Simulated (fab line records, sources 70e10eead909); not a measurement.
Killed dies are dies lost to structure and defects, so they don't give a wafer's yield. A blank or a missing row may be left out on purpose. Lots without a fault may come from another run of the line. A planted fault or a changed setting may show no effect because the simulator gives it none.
Chamber matching | flow nand_harc | NHARC_P_M1_CMP_23 on cmp-02: 4 sister chambers
The step polishes, t overpolish 20 s, target thk 157.82 nm. 4 wafers are shown with their chamber, then 6 later ones without.

WAFERS WITH THEIR CHAMBER
wafer  | chamber | motor_current_A (A)
L997.1 | 0       | 11.9
L997.2 | 1       | 12.5
L998.2 | 3       | 12.9
L998.4 | 2       | 11.4

WAFERS WITHOUT THEIR CHAMBER
wafer  | motor_current_A (A)
L998.6 | 13.1
L101.1 | 11.6
L101.5 | 11.3
L101.6 | 13.1
L110.3 | 10.6
L110.5 | 12.5

WHICH CHAMBER EACH WENT THROUGH
wafer  | from the rows above          | in truth
L998.6 | can't be placed: 3 or 1      | 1
L101.1 | can't be placed: 2 or 0 or 1 | 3
L101.5 | can't be placed: 2 or 0      | 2
L101.6 | can't be placed: 3 or 1      | 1
L110.3 | can't be placed: 2 or 0      | 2
L110.5 | can't be placed: 1 or 3 or 0 | 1
Placed correctly: 0 of 6. Can't be placed from these rows: 6 (the true chamber is among the candidates in 5). Placed wrongly: 0.
How it was worked out, from the rows above alone: a wafer's distance from a chamber is the root of the sum, over the readings, of the square of ((its reading less the chamber's mean) divided by the reading's scatter). The wafer belongs to the nearest chamber; if the next one is less than 2 further off, it can't be placed. A chamber's mean is the mean of its shown wafers. The scatter: with one shown wafer a chamber, the root of the mean of the squares of how far each hidden wafer lies from its nearest shown one.
